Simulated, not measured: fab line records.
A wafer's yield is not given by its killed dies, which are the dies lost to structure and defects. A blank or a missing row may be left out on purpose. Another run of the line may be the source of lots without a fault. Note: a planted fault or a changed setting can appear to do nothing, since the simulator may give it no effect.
fab line records | flow n5_finfet | part 1 of 2: steps 1 to 19 of 27
record: lots: 5 | wafers: 15 | last_day: 16
route steps=1938 shown TV_LITHO@1882 TV_OPEN@1887 PAD_METAL@1893 PASSIVATION@1897
lots that met no fault: taken from a fault-free run of the same line
start_h: start of the lot's first displayed wafer, in hours after the record's first day | wait_h: how many hours have passed since the lot's step before this one | " same as the row above | L1.1+2: a single row standing in for several wafers | - either no value or no given start | * or withheld: withheld | < > ~ a bound
route shown NAME@n: NAME is a module with steps in the file, n the number in the route of the first one | usual: average and standard deviation across the fault-free wafers | same: alike in all rows | chamber/n: place in a boat | sites: readings site by site | _std_site: the standard deviation of these | _edge_site: mean of outer sites minus mean of inner sites | radius_mm: for every site, how far away it sits from the centre of the wafer | mask NAME#n: copy n | behind: the tool/chamber that last shaped the wafer | hold: reason for holding the lot/hours on hold/outcome of the hold | device: which transistor (n, p or np) failed to switch | end of line: the same wafers' tests at the end of the route | a step given without rows: its recipe and nothing more | killed: the dies lost at the first sort to structure and to defects; this is not the yield of the wafer | map: dies across one wafer; x = killed, . = not, _ = none there
set.NAME: the setting as run; set.NAME@STEP: as run at that earlier step | model.NAME: the simulator's own value behind a step, which no gauge read
a table for each step, a row for each wafer; lots at some steps of the route
services: the hour from which a tool's chamber was out of use, counted from the record's first day as start_h (under 0 if before that day), plus the number of hours and why
== steps ==
step: N5_PASSIVATION_HARDBAKE_11
recipe: temp_c: 130 | time_s: 120
usual: chill_plate_temp_C: 22.98/0.1 | heater_power_total_W: 148.0/0.88
lot.wafer | tool           | chamber | start_h | wait_h | chill_plate_temp_C | heater_power_total_W
L074.2    | litho_track-02 | 0       | -       | -      | 23.08              | 146.6
L074.4    | "              | 0       | "       | "      | 23.06              | 149.2
L074.6    | "              | 0       | "       | "      | 22.96              | 147.3
L076.2    | litho_track-04 | 0       | -       | -      | 23.07              | 147.0
L076.3    | "              | 0       | "       | "      | 22.97              | 147.9
L076.5    | "              | 0       | "       | "      | 23.03              | 148.5
L080.2    | litho_track-04 | 0       | -       | -      | 22.96              | 146.8
L080.4    | "              | 0       | "       | "      | 23.03              | 148.6
L080.6    | "              | 0       | "       | "      | 23.00              | 148.9
L081.3    | litho_track-04 | 0       | -       | -      | 22.87              | 149.3
L081.4    | "              | 0       | "       | "      | 22.97              | 147.8
L081.5    | "              | 0       | "       | "      | 22.79              | 148.9
L091.1    | litho_track-04 | 0       | -       | -      | 22.92              | 146.9
L091.3    | "              | 0       | "       | "      | 23.22              | 148.6
L091.4    | "              | 0       | "       | "      | 23.07              | 148.6
step: N5_PASSIVATION_CD_MEAS_10
recipe: target_cd_nm: 3000 | landing_energy_ev: 500 | detector: se_inlens
usual: cd_nm: 2999.6/2.2
lot.wafer | tool      | chamber | start_h | wait_h | cd_nm
L074.2    | cd_sem-03 | 0       | 263.38  | -      | 3001.8
L074.4    | "         | 0       | "       | "      | 2999.7
L074.6    | "         | 0       | "       | "      | 3000.0
L076.2    | cd_sem-01 | 0       | 283.58  | -      | 3000.9
L076.3    | "         | 0       | "       | "      | 3001.7
L076.5    | "         | 0       | "       | "      | 3002.3
L080.2    | cd_sem-03 | 0       | 319.05  | -      | 3000.7
L080.4    | "         | 0       | "       | "      | 2998.5
L080.6    | "         | 0       | "       | "      | 2998.0
L081.3    | cd_sem-02 | 0       | 324.12  | -      | 2996.8
L081.4    | "         | 0       | "       | "      | 2999.6
L081.5    | "         | 0       | "       | "      | 3000.5
L091.1    | cd_sem-01 | 0       | 374.11  | -      | 2996.3
L091.3    | "         | 0       | "       | "      | 2996.8
L091.4    | "         | 0       | "       | "      | 2999.5
step: N5_PASSIVATION_OVL_MEAS_60
recipe: points_per_wafer: 44
usual: TV_OVL: 1/4.8
lot.wafer | tool       | chamber | start_h | wait_h | TV_OVL[nm]
L074.2    | overlay-02 | 0       | 263.41  | 0.0    | 0
L074.4    | "          | 0       | "       | "      | 11
L074.6    | "          | 0       | "       | "      | 13
L076.2    | overlay-01 | 0       | 283.61  | 0.0    | 0
L076.3    | "          | 0       | "       | "      | 1
L076.5    | "          | 0       | "       | "      | 3
L080.2    | overlay-02 | 0       | 319.08  | 0.0    | -2
L080.4    | "          | 0       | "       | "      | 5
L080.6    | "          | 0       | "       | "      | -2
L081.3    | overlay-02 | 0       | 324.14  | 0.0    | 1
L081.4    | "          | 0       | "       | "      | 0
L081.5    | "          | 0       | "       | "      | 2
L091.1    | overlay-02 | 0       | 374.14  | 0.0    | 2
L091.3    | "          | 0       | "       | "      | 0
L091.4    | "          | 0       | "       | "      | -1
step: N5_PASSIVATION_INSPECT_61
recipe: mode: adi | inspect_instrument: macro
usual: raw_defect_count: 1.9/1.3
lot.wafer | tool              | chamber | start_h | wait_h | raw_defect_count
L074.2    | defect_inspect-02 | -       | 263.44  | 0.0    | 1
L074.4    | "                 | -       | "       | "      | 2
L074.6    | "                 | -       | "       | "      | 3
L076.2    | defect_inspect-02 | -       | 283.64  | 0.0    | 1
L076.3    | "                 | -       | "       | "      | 3
L076.5    | "                 | -       | "       | "      | 0
L080.2    | defect_inspect-01 | -       | 319.10  | 0.0    | 3
L080.4    | "                 | -       | "       | "      | 0
L080.6    | "                 | -       | "       | "      | 4
L081.3    | defect_inspect-02 | -       | 324.17  | 0.0    | 3
L081.4    | "                 | -       | "       | "      | 2
L081.5    | "                 | -       | "       | "      | 2
L091.1    | defect_inspect-02 | -       | 374.17  | 0.0    | 0
L091.3    | "                 | -       | "       | "      | 2
L091.4    | "                 | -       | "       | "      | 2
step: N5_PASSIVATION_DESCUM_12
recipe: chemistry: O2 | time_s: 7.9 | source_power_w: 50 | bias_power_w: 20 | pressure_mtorr: 20 | rf_frequency_hz: 2.712e+07 | temp_c: 40 | o2_flow_sccm: 225
usual: drypump_motor_current_A: 5.6/0.54 | oes_product_au: 0.77/0.079 | rf_fwd_power_W: 49.63/0.21 | rf_vpp_V: 243.2/1.4 | showerhead_plenum_p_Torr: 2.10/0.073 | throttle_valve_pct: 20.55/0.23
lot.wafer | tool        | chamber | start_h | wait_h | drypump_motor_current_A | oes_product_au | rf_fwd_power_W | rf_hours_counter_h | rf_vpp_V | showerhead_plenum_p_Torr | throttle_valve_pct
L074.2    | rie_diel-03 | 3       | 263.51  | 0.1    | 6.3                     | 0.91           | 49.30          | 30                 | 241.5    | 2.06                     | 20.65
L074.4    | "           | 0       | "       | "      | 4.9                     | 0.74           | 49.39          | 184                | 240.8    | 2.01                     | 20.82
L074.6    | "           | 0       | "       | "      | 4.9                     | 0.74           | 49.35          | -                  | 241.4    | 2.01                     | 20.80
L076.2    | rie_diel-04 | 2       | 283.67  | 0.0    | 5.1                     | 0.69           | 49.37          | 220                | 239.8    | 1.98                     | 20.47
L076.3    | "           | 0       | "       | "      | 5.3                     | 0.73           | 49.85          | 184                | 243.9    | 2.08                     | 20.28
L076.5    | "           | 3       | "       | "      | 4.9                     | 0.73           | 50.02          | -                  | 244.8    | 2.14                     | 20.53
L080.2    | rie_diel-04 | 2       | 319.44  | 0.3    | 5.1                     | 0.68           | 49.38          | 232                | 240.9    | 1.98                     | 20.48
L080.4    | "           | 2       | "       | "      | 5.1                     | 0.68           | 49.19          | -                  | 240.9    | 1.98                     | 20.48
L080.6    | "           | 0       | "       | "      | 5.3                     | 0.71           | 49.86          | -                  | 242.7    | 2.08                     | 20.28
L081.3    | rie_diel-03 | 2       | 324.48  | 0.3    | 6.1                     | 0.91           | 49.72          | 27                 | 243.4    | 2.14                     | 20.10
L081.4    | "           | 1       | "       | "      | 6.1                     | 0.68           | 49.81          | 207                | 241.0    | 2.08                     | 20.73
L081.5    | "           | 1       | "       | "      | 6.0                     | 0.68           | 49.68          | -                  | 243.1    | 2.08                     | 20.74
L091.1    | rie_diel-04 | 3       | 374.20  | 0.0    | 4.9                     | 0.71           | 49.73          | 216                | 243.8    | 2.13                     | 20.55
L091.3    | "           | 0       | "       | "      | 5.3                     | 0.70           | 49.61          | 211                | 243.6    | 2.07                     | 20.32
L091.4    | "           | 3       | "       | "      | 4.9                     | 0.72           | 49.66          | -                  | 243.0    | 2.13                     | 20.55
step: N5_PASSIVATION_PASS_ETCH_74
recipe: chemistry: CF4/O2 | target: SiNx | target_depth_a: 2200 | time_s: 110 | ion_energy_ev: 100 | pressure_mtorr: 40 | source_w: 535 | bias_w: 49 | Ar_flow_sccm: 100 | cf4_flow_sccm: 100 | O2_flow_sccm: 10
usual: drypump_motor_current_A: 5.6/0.53 | oes_f_703_au: 0.76/0.074 | oes_product_au: 0.77/0.081 | rf_fwd_power_W: 532.3/1.9 | rf_vpp_V: 242/4 | showerhead_plenum_p_Torr: 2.22/0.076 | throttle_valve_pct: 16.13/0.23
lot.wafer | tool        | chamber | start_h | wait_h | drypump_motor_current_A | oes_f_703_au | oes_product_au | rf_fwd_power_W | rf_hours_counter_h | rf_vpp_V | showerhead_plenum_p_Torr | throttle_valve_pct
L074.2    | rie_diel-03 | 3       | 263.57  | 0.0    | 6.3                     | 0.90         | 0.90           | 524.9          | 30                 | 234      | 2.17                     | 16.13
L074.4    | "           | 0       | "       | "      | 4.9                     | 0.75         | 0.75           | 530.6          | 184                | 241      | 2.10                     | 16.29
L074.6    | "           | 0       | "       | "      | 4.9                     | 0.74         | 0.74           | 529.4          | -                  | 243      | 2.10                     | 16.28
L076.2    | rie_diel-04 | 2       | 283.74  | 0.0    | 5.1                     | 0.71         | 0.70           | 530.5          | 220                | 236      | 2.10                     | 16.15
L076.3    | "           | 0       | "       | "      | 5.3                     | 0.70         | 0.72           | 533.6          | 184                | 245      | 2.20                     | 15.86
L076.5    | "           | 3       | "       | "      | 4.9                     | 0.70         | 0.72           | 532.7          | -                  | 248      | 2.26                     | 16.14
L080.2    | rie_diel-04 | 2       | 319.50  | 0.0    | 5.1                     | 0.71         | 0.69           | 529.6          | 232                | 235      | 2.10                     | 16.18
L080.4    | "           | 2       | "       | "      | 5.1                     | 0.71         | 0.69           | 533.8          | -                  | 236      | 2.10                     | 16.17
L080.6    | "           | 0       | "       | "      | 5.3                     | 0.70         | 0.70           | 535.6          | -                  | 246      | 2.19                     | 15.88
L081.3    | rie_diel-03 | 2       | 324.54  | 0.0    | 6.1                     | 0.89         | 0.91           | 532.8          | 27                 | 247      | 2.25                     | 15.72
L081.4    | "           | 1       | "       | "      | 6.0                     | 0.69         | 0.69           | 533.7          | 207                | 239      | 2.19                     | 16.31
L081.5    | "           | 1       | "       | "      | 6.0                     | 0.69         | 0.68           | 533.1          | -                  | 240      | 2.19                     | 16.32
L091.1    | rie_diel-04 | 3       | 374.27  | 0.0    | 4.9                     | 0.69         | 0.71           | 533.1          | 216                | 246      | 2.26                     | 16.20
L091.3    | "           | 0       | "       | "      | 5.3                     | 0.68         | 0.69           | 532.0          | 211                | 246      | 2.19                     | 15.90
L091.4    | "           | 3       | "       | "      | 4.9                     | 0.68         | 0.71           | 532.7          | -                  | 245      | 2.26                     | 16.21
step: N5_PASSIVATION_VIA_ETCH_13
recipe: chemistry: CHF3/O2 | target: SiO2 | target_depth_a: 6600 | CHF3_flow_sccm: 50 | O2_flow_sccm: 5 | Ar_flow_sccm: 200 | time_s: 330 | mask_material: PR | pressure_mtorr: 30 | source_w: 650 | bias_w: 170 | ion_energy_ev: 200 | ends: cleared
usual: drypump_motor_current_A: 5.6/0.53 | etch_rf_on_time_s: 236/5.7 | oes_f_703_au: 0.77/0.075 | oes_product_au: 0.70/0.072 | rf_fwd_power_W: 647.1/2.1 | rf_vpp_V: 526/8.3 | showerhead_plenum_p_Torr: 2.42/0.082 | throttle_valve_pct: 18.99/0.26
lot.wafer | tool        | chamber | start_h | wait_h | drypump_motor_current_A | etch_rf_on_time_s | oes_f_703_au | oes_product_au | rf_fwd_power_W | rf_hours_counter_h | rf_vpp_V | showerhead_plenum_p_Torr | throttle_valve_pct
L074.2    | rie_diel-03 | 3       | 263.66  | 0.0    | 6.3                     | 234               | 0.90         | 0.81           | 644.9          | 30                 | 517      | 2.38                     | 19.14
L074.4    | "           | 0       | "       | "      | 4.9                     | 235               | 0.74         | 0.67           | 645.4          | 184                | 526      | 2.30                     | 19.18
L074.6    | "           | 0       | "       | "      | 4.9                     | 240               | 0.74         | 0.67           | 651.1          | -                  | 525      | 2.30                     | 19.16
L076.2    | rie_diel-04 | 2       | 283.83  | 0.0    | 5.1                     | 239               | 0.71         | 0.63           | 645.2          | 220                | 513      | 2.29                     | 18.99
L076.3    | "           | 0       | "       | "      | 5.3                     | 239               | 0.71         | 0.65           | 648.1          | 184                | 534      | 2.39                     | 18.68
L076.5    | "           | 3       | "       | "      | 4.9                     | 243               | 0.70         | 0.66           | 648.5          | -                  | 534      | 2.48                     | 19.04
L080.2    | rie_diel-04 | 2       | 319.60  | 0.0    | 5.1                     | 232               | 0.70         | 0.63           | 644.1          | 232                | 513      | 2.29                     | 19.00
L080.4    | "           | 2       | "       | "      | 5.1                     | 236               | 0.70         | 0.63           | 644.4          | -                  | 512      | 2.29                     | 19.00
L080.6    | "           | 0       | "       | "      | 5.3                     | 234               | 0.71         | 0.64           | 648.6          | -                  | 534      | 2.39                     | 18.70
L081.3    | rie_diel-03 | 2       | 324.63  | 0.0    | 6.2                     | 221               | 0.89         | 0.81           | 647.9          | 27                 | 536      | 2.45                     | 18.53
L081.4    | "           | 1       | "       | "      | 6.0                     | 241               | 0.70         | 0.62           | 648.0          | 207                | 519      | 2.38                     | 19.11
L081.5    | "           | 1       | "       | "      | 6.0                     | 242               | 0.70         | 0.62           | 647.5          | -                  | 520      | 2.38                     | 19.11
L091.1    | rie_diel-04 | 3       | 374.36  | 0.0    | 4.9                     | 237               | 0.69         | 0.64           | 645.4          | 216                | 534      | 2.47                     | 19.07
L091.3    | "           | 0       | "       | "      | 5.3                     | 245               | 0.69         | 0.62           | 645.3          | 212                | 535      | 2.38                     | 18.72
L091.4    | "           | 3       | "       | "      | 4.9                     | 241               | 0.69         | 0.64           | 643.9          | -                  | 534      | 2.47                     | 19.08
step: N5_PASSIVATION_STRIP_14
recipe: chemistry: O2 | power_w: 600 | temp_c: 60 | pressure_mtorr: 30 | rf_frequency_hz: 6e+07 | bias_power_w: 0 | overash_fraction: 0.5 | o2_flow_sccm: 225
usual: drypump_motor_current_A: 5.6/0.53 | oes_product_au: 0.77/0.079 | rf_vpp_V: 3.7/0.95 | showerhead_plenum_p_Torr: 2.11/0.073 | throttle_valve_pct: 16.80/0.22
lot.wafer | tool        | chamber | start_h | wait_h | drypump_motor_current_A | oes_product_au | rf_hours_counter_h | rf_vpp_V | showerhead_plenum_p_Torr | throttle_valve_pct
L074.2    | rie_diel-03 | 3       | 263.86  | 0.1    | 6.3                     | 0.90           | 30                 | 3.9      | 2.06                     | 16.82
L074.4    | "           | 0       | "       | "      | 4.9                     | 0.75           | 185                | 3.4      | 2.01                     | 17.08
L074.6    | "           | 0       | "       | "      | 4.9                     | 0.73           | -                  | 4.2      | 2.01                     | 17.06
L076.2    | rie_diel-04 | 2       | 284.02  | 0.1    | 5.1                     | 0.68           | 220                | 4.7      | 1.99                     | 16.78
L076.3    | "           | 0       | "       | "      | 5.3                     | 0.71           | 184                | 3.6      | 2.09                     | 16.53
L076.5    | "           | 3       | "       | "      | 4.9                     | 0.72           | -                  | 5.0      | 2.14                     | 16.78
L080.2    | rie_diel-04 | 2       | 319.79  | 0.1    | 5.1                     | 0.68           | 233                | 3.0      | 1.98                     | 16.80
L080.4    | "           | 2       | "       | "      | 5.1                     | 0.68           | -                  | 3.7      | 1.98                     | 16.80
L080.6    | "           | 0       | "       | "      | 5.3                     | 0.71           | -                  | 4.9      | 2.08                     | 16.55
L081.3    | rie_diel-03 | 2       | 324.83  | 0.1    | 6.1                     | 0.90           | 27                 | 3.0      | 2.15                     | 16.40
L081.4    | "           | 1       | "       | "      | 6.1                     | 0.69           | 207                | 5.3      | 2.08                     | 17.00
L081.5    | "           | 1       | "       | "      | 6.1                     | 0.69           | -                  | 4.3      | 2.09                     | 16.97
L091.1    | rie_diel-04 | 3       | 374.56  | 0.1    | 4.9                     | 0.71           | 216                | 3.4      | 2.14                     | 16.79
L091.3    | "           | 0       | "       | "      | 5.3                     | 0.69           | 212                | 4.4      | 2.08                     | 16.56
L091.4    | "           | 3       | "       | "      | 4.9                     | 0.71           | -                  | 3.0      | 2.14                     | 16.82
step: N5_PASSIVATION_ETCH_15
recipe: chemistry: CF4/N2 | target: SiCN | target_depth_a: 750 | taper_deg: 2 | time_s: 81.2 | ion_energy_ev: 150 | mask_material: SiNx | pressure_mtorr: 40 | source_w: 430 | bias_w: 70 | Ar_flow_sccm: 100 | cf4_flow_sccm: 60 | n2_flow_sccm: 60
usual: drypump_motor_current_A: 5.6/0.53 | oes_product_au: 0.77/0.08 | rf_fwd_power_W: 427.8/1.4 | rf_vpp_V: 382.5/2.1 | showerhead_plenum_p_Torr: 2.22/0.076 | throttle_valve_pct: 15.56/0.24
lot.wafer | tool        | chamber | start_h | wait_h | drypump_motor_current_A | oes_product_au | rf_fwd_power_W | rf_hours_counter_h | rf_vpp_V | showerhead_plenum_p_Torr | throttle_valve_pct
L074.2    | rie_diel-03 | 3       | -       | -      | 6.3                     | 0.90           | 427.3          | 30                 | 381.2    | 2.17                     | 15.55
L074.4    | "           | 0       | "       | "      | 4.9                     | 0.74           | 427.3          | 185                | 379.0    | 2.10                     | 15.76
L074.6    | "           | 0       | "       | "      | 4.9                     | 0.74           | 427.0          | -                  | 379.6    | 2.10                     | 15.77
L076.2    | rie_diel-04 | 2       | -       | -      | 5.1                     | 0.70           | 425.6          | 220                | 379.9    | 2.10                     | 15.58
L076.3    | "           | 0       | "       | "      | 5.3                     | 0.72           | 430.1          | 184                | 382.4    | 2.20                     | 15.32
L076.5    | "           | 3       | "       | "      | 4.9                     | 0.72           | 429.0          | -                  | 385.1    | 2.27                     | 15.62
L080.2    | rie_diel-04 | 2       | -       | -      | 5.1                     | 0.69           | 425.1          | 233                | 379.9    | 2.09                     | 15.60
L080.4    | "           | 2       | "       | "      | 5.1                     | 0.69           | 425.4          | -                  | 377.6    | 2.09                     | 15.60
L080.6    | "           | 0       | "       | "      | 5.3                     | 0.71           | 427.9          | -                  | 381.4    | 2.19                     | 15.34
L081.3    | rie_diel-03 | 2       | -       | -      | 6.1                     | 0.91           | 426.8          | 27                 | 384.1    | 2.25                     | 15.12
L081.4    | "           | 1       | "       | "      | 6.0                     | 0.69           | 430.7          | 207                | 382.3    | 2.19                     | 15.75
L081.5    | "           | 1       | "       | "      | 6.0                     | 0.69           | 430.2          | -                  | 383.4    | 2.19                     | 15.75
L091.1    | rie_diel-04 | 3       | -       | -      | 4.9                     | 0.70           | 429.1          | 216                | 383.6    | 2.26                     | 15.66
L091.3    | "           | 0       | "       | "      | 5.3                     | 0.69           | 426.3          | 212                | 382.6    | 2.19                     | 15.37
L091.4    | "           | 3       | "       | "      | 4.9                     | 0.70           | 428.8          | -                  | 384.0    | 2.26                     | 15.67
step: N5_PASSIVATION_STRIP_73
recipe: chemistry: post_etch_residue_remover | time_s: 60 | temp_c: 25 | remover_ph: withheld | remover_water_wt_pct: withheld | remover_fluoride_wt_pct: withheld
lot.wafer  | tool         | chamber | start_h | wait_h
L074.2+4+6 | wet_bench-01 | 1,0,5   | 264.04  | -
L076.2+3+5 | wet_bench-01 | 1,4,3   | 284.18  | -
L080.2+4+6 | wet_bench-01 | 4,3,7   | 319.96  | -
L081.3+4+5 | wet_bench-01 | 6,2,0   | 324.99  | -
L091.1+3+4 | wet_bench-03 | 2,6,4   | 374.71  | -
step: N5_PASSIVATION_SRD_17
recipe: time_s: 30 | temp_c: 23 | rinse_liquid: diw | dry: n2_spin | spin_rpm: 1500 | dry_time_s: 30
lot.wafer  | tool         | chamber | start_h | wait_h
L074.2+4+6 | wet_bench-01 | 1,0,5   | 264.06  | 0.0
L076.2+3+5 | wet_bench-01 | 1,4,3   | 284.20  | 0.0
L080.2+4+6 | wet_bench-01 | 4,3,7   | 319.98  | 0.0
L081.3+4+5 | wet_bench-01 | 6,2,0   | 325.01  | 0.0
L091.1+3+4 | wet_bench-03 | 2,6,4   | 374.73  | 0.0
step: N5_PASSIVATION_DEGAS_18
recipe: ambient: vacuum | temp_c: 300 | time_s: 60
usual: heater_power_w: 456/47
lot.wafer | tool           | chamber | start_h | wait_h | heater_power_w
L074.2    | pvd_sputter-03 | -       | 264.42  | 0.3    | 438
L074.4    | "              | -       | "       | "      | 414
L074.6    | "              | -       | "       | "      | 445
L076.2    | pvd_sputter-03 | -       | 284.47  | 0.3    | 412
L076.3    | "              | -       | "       | "      | 449
L076.5    | "              | -       | "       | "      | 410
L080.2    | pvd_sputter-03 | -       | 320.09  | 0.1    | 410
L080.4    | "              | -       | "       | "      | 448
L080.6    | "              | -       | "       | "      | 448
L081.3    | pvd_sputter-02 | -       | 325.18  | 0.2    | 433
L081.4    | "              | -       | "       | "      | 402
L081.5    | "              | -       | "       | "      | 423
L091.1    | pvd_sputter-01 | -       | 374.84  | 0.1    | 449
L091.3    | "              | -       | "       | "      | 530
L091.4    | "              | -       | "       | "      | 519
step: N5_PASSIVATION_PRE_CLEAN_19
recipe: gas: H2/He | time_s: * | temp_c: *
usual: heater_power_w: 457/47
lot.wafer | tool           | chamber | start_h | wait_h | heater_power_w
L074.2    | pvd_sputter-03 | -       | 264.46  | 0.0    | 458
L074.4    | "              | -       | "       | "      | 408
L074.6    | "              | -       | "       | "      | 439
L076.2    | pvd_sputter-03 | -       | 284.51  | 0.0    | 402
L076.3    | "              | -       | "       | "      | 453
L076.5    | "              | -       | "       | "      | 407
L080.2    | pvd_sputter-03 | -       | 320.13  | 0.0    | 398
L080.4    | "              | -       | "       | "      | 443
L080.6    | "              | -       | "       | "      | 457
L081.3    | pvd_sputter-02 | -       | 325.22  | 0.0    | 412
L081.4    | "              | -       | "       | "      | 412
L081.5    | "              | -       | "       | "      | 426
L091.1    | pvd_sputter-01 | -       | 374.88  | 0.0    | 445
L091.3    | "              | -       | "       | "      | 524
L091.4    | "              | -       | "       | "      | 547
step: N5_PASSIVATION_SPUTTER_20
recipe: material: TaN | target_thk_a: 500 | temp_c: 25 | chamber_pressure_pa: 0.4
usual: substrate_temp_c: 25.00/0.1 | throttle_valve_pct: 29.6/1.1
lot.wafer | tool           | chamber | start_h | wait_h | substrate_temp_c | throttle_valve_pct
L074.2    | pvd_sputter-03 | -       | 264.50  | 0.0    | 25.07            | 31.2
L074.4    | "              | -       | "       | "      | 25.09            | 30.1
L074.6    | "              | -       | "       | "      | 24.95            | 28.3
L076.2    | pvd_sputter-03 | -       | 284.55  | 0.0    | 24.95            | 28.8
L076.3    | "              | -       | "       | "      | 24.97            | 31.1
L076.5    | "              | -       | "       | "      | 25.11            | 30.4
L080.2    | pvd_sputter-03 | -       | 320.17  | 0.0    | 24.77            | 30.1
L080.4    | "              | -       | "       | "      | 24.89            | 28.6
L080.6    | "              | -       | "       | "      | 25.06            | 30.8
L081.3    | pvd_sputter-02 | -       | 325.26  | 0.0    | 25.05            | 31.8
L081.4    | "              | -       | "       | "      | 24.92            | 29.2
L081.5    | "              | -       | "       | "      | 25.06            | 31.6
L091.1    | pvd_sputter-01 | -       | 374.92  | 0.0    | 25.15            | 30.2
L091.3    | "              | -       | "       | "      | 25.08            | 27.0
L091.4    | "              | -       | "       | "      | 25.27            | 29.9
step: N5_PASSIVATION_AL_DEP_21
recipe: material: Al | target_thk_a: 28000 | temp_c: 400 | time_s: 170 | power_w: 30000 | chamber_pressure_pa: 0.4 | gas: Ar
usual: substrate_temp_c: 400.02/0.23 | throttle_valve_pct: 29.7/1.1
lot.wafer | tool           | chamber | start_h | wait_h | substrate_temp_c | throttle_valve_pct
L074.2    | pvd_sputter-03 | -       | 264.60  | 0.1    | 399.86           | 31.0
L074.4    | "              | -       | "       | "      | 400.26           | 30.3
L074.6    | "              | -       | "       | "      | 400.41           | 28.4
L076.2    | pvd_sputter-03 | -       | 284.65  | 0.1    | 400.09           | 29.2
L076.3    | "              | -       | "       | "      | 400.06           | 31.2
L076.5    | "              | -       | "       | "      | 400.32           | 30.3
L080.2    | pvd_sputter-03 | -       | 320.27  | 0.1    | 399.86           | 30.2
L080.4    | "              | -       | "       | "      | 400.00           | 28.4
L080.6    | "              | -       | "       | "      | 399.73           | 31.0
L081.3    | pvd_sputter-02 | -       | 325.36  | 0.1    | 400.12           | 31.6
L081.4    | "              | -       | "       | "      | 400.02           | 29.1
L081.5    | "              | -       | "       | "      | 400.20           | 31.6
L091.1    | pvd_sputter-01 | -       | 375.02  | 0.1    | 399.96           | 30.1
L091.3    | "              | -       | "       | "      | 400.12           | 26.9
L091.4    | "              | -       | "       | "      | 400.08           | 30.3
step: N5_PASSIVATION_HMDS_23
recipe: time_s: 60 | temp_c: 120
usual: chill_plate_temp_C: 23.00/0.096 | heater_power_total_W: 197.0/2.1
lot.wafer | tool           | chamber | start_h | wait_h | chill_plate_temp_C | heater_power_total_W
L074.2    | litho_track-04 | 0       | 264.79  | 0.1    | 23.28              | 196.1
L074.4    | "              | 0       | "       | "      | 23.11              | 199.5
L074.6    | "              | 0       | "       | "      | 23.04              | 199.7
L076.2    | litho_track-03 | 0       | 284.84  | 0.1    | 22.96              | 198.3
L076.3    | "              | 0       | "       | "      | 22.93              | 194.0
L076.5    | "              | 0       | "       | "      | 22.91              | 196.3
L080.2    | litho_track-01 | 0       | 320.46  | 0.1    | 23.07              | 193.8
L080.4    | "              | 0       | "       | "      | 23.01              | 199.0
L080.6    | "              | 0       | "       | "      | 23.11              | 198.2
L081.3    | litho_track-01 | 0       | 325.55  | 0.1    | 22.96              | 198.8
L081.4    | "              | 0       | "       | "      | 22.95              | 194.5
L081.5    | "              | 0       | "       | "      | 23.03              | 199.6
L091.1    | litho_track-04 | 0       | 375.20  | 0.1    | 22.93              | 197.2
L091.3    | "              | 0       | "       | "      | 22.99              | 198.0
L091.4    | "              | 0       | "       | "      | 22.92              | 199.7
step: N5_PASSIVATION_COAT_24
recipe: spin_rpm: 3000 | resist_thk_nm: withheld
usual: chill_plate_temp_C: 22.99/0.099 | spin_speed_rpm: 2999.8/1.9
lot.wafer | tool           | chamber | start_h | wait_h | chill_plate_temp_C | spin_speed_rpm
L074.2    | litho_track-04 | 0       | -       | -      | 22.85              | 3001.2
L074.4    | "              | 0       | "       | "      | 22.96              | 2997.8
L074.6    | "              | 0       | "       | "      | 22.92              | 2999.2
L076.2    | litho_track-03 | 0       | -       | -      | 23.05              | 3000.4
L076.3    | "              | 0       | "       | "      | 23.07              | 2998.8
L076.5    | "              | 0       | "       | "      | 23.00              | 2999.9
L080.2    | litho_track-01 | 0       | -       | -      | 23.15              | 3000.4
L080.4    | "              | 0       | "       | "      | 23.07              | 3000.0
L080.6    | "              | 0       | "       | "      | 23.10              | 2998.0
L081.3    | litho_track-01 | 0       | -       | -      | 23.01              | 3000.0
L081.4    | "              | 0       | "       | "      | 22.99              | 2998.6
L081.5    | "              | 0       | "       | "      | 22.98              | 2999.0
L091.1    | litho_track-04 | 0       | -       | -      | 23.10              | 2999.7
L091.3    | "              | 0       | "       | "      | 22.97              | 3000.1
L091.4    | "              | 0       | "       | "      | 22.92              | 3001.2
step: N5_PASSIVATION_EBR_26
recipe: solvent: PGMEA | ebr_width_mm: 1.5
usual: chill_plate_temp_C: 23.01/0.11
lot.wafer | tool           | chamber | start_h | wait_h | chill_plate_temp_C
L074.2    | litho_track-04 | 0       | -       | -      | 22.98
L074.4    | "              | 0       | "       | "      | 22.90
L074.6    | "              | 0       | "       | "      | 23.16
L076.2    | litho_track-03 | 0       | -       | -      | 23.13
L076.3    | "              | 0       | "       | "      | 22.90
L076.5    | "              | 0       | "       | "      | 23.11
L080.2    | litho_track-01 | 0       | -       | -      | 22.90
L080.4    | "              | 0       | "       | "      | 22.77
L080.6    | "              | 0       | "       | "      | 23.04
L081.3    | litho_track-01 | 0       | -       | -      | 22.87
L081.4    | "              | 0       | "       | "      | 23.01
L081.5    | "              | 0       | "       | "      | 23.00
L091.1    | litho_track-04 | 0       | -       | -      | 23.06
L091.3    | "              | 0       | "       | "      | 23.12
L091.4    | "              | 0       | "       | "      | 23.07
step: N5_PASSIVATION_SOFTBAKE_25
recipe: temp_c: 100 | time_s: 90
usual: chill_plate_temp_C: 23.01/0.1 | heater_power_total_W: 121.2/0.59
lot.wafer | tool           | chamber | start_h | wait_h | chill_plate_temp_C | heater_power_total_W
L074.2    | litho_track-04 | 0       | -       | -      | 23.03              | 121.3
L074.4    | "              | 0       | "       | "      | 23.00              | 119.8
L074.6    | "              | 0       | "       | "      | 22.98              | 121.0
L076.2    | litho_track-03 | 0       | -       | -      | 23.00              | 121.7
L076.3    | "              | 0       | "       | "      | 22.98              | 120.0
L076.5    | "              | 0       | "       | "      | 23.08              | 120.7
L080.2    | litho_track-01 | 0       | -       | -      | 22.89              | 121.9
L080.4    | "              | 0       | "       | "      | 23.08              | 120.8
L080.6    | "              | 0       | "       | "      | 23.09              | 121.3
L081.3    | litho_track-01 | 0       | -       | -      | 22.91              | 121.4
L081.4    | "              | 0       | "       | "      | 22.92              | 122.2
L081.5    | "              | 0       | "       | "      | 23.06              | 121.2
L091.1    | litho_track-04 | 0       | -       | -      | 23.05              | 119.8
L091.3    | "              | 0       | "       | "      | 22.97              | 121.9
L091.4    | "              | 0       | "       | "      | 22.88              | 120.9
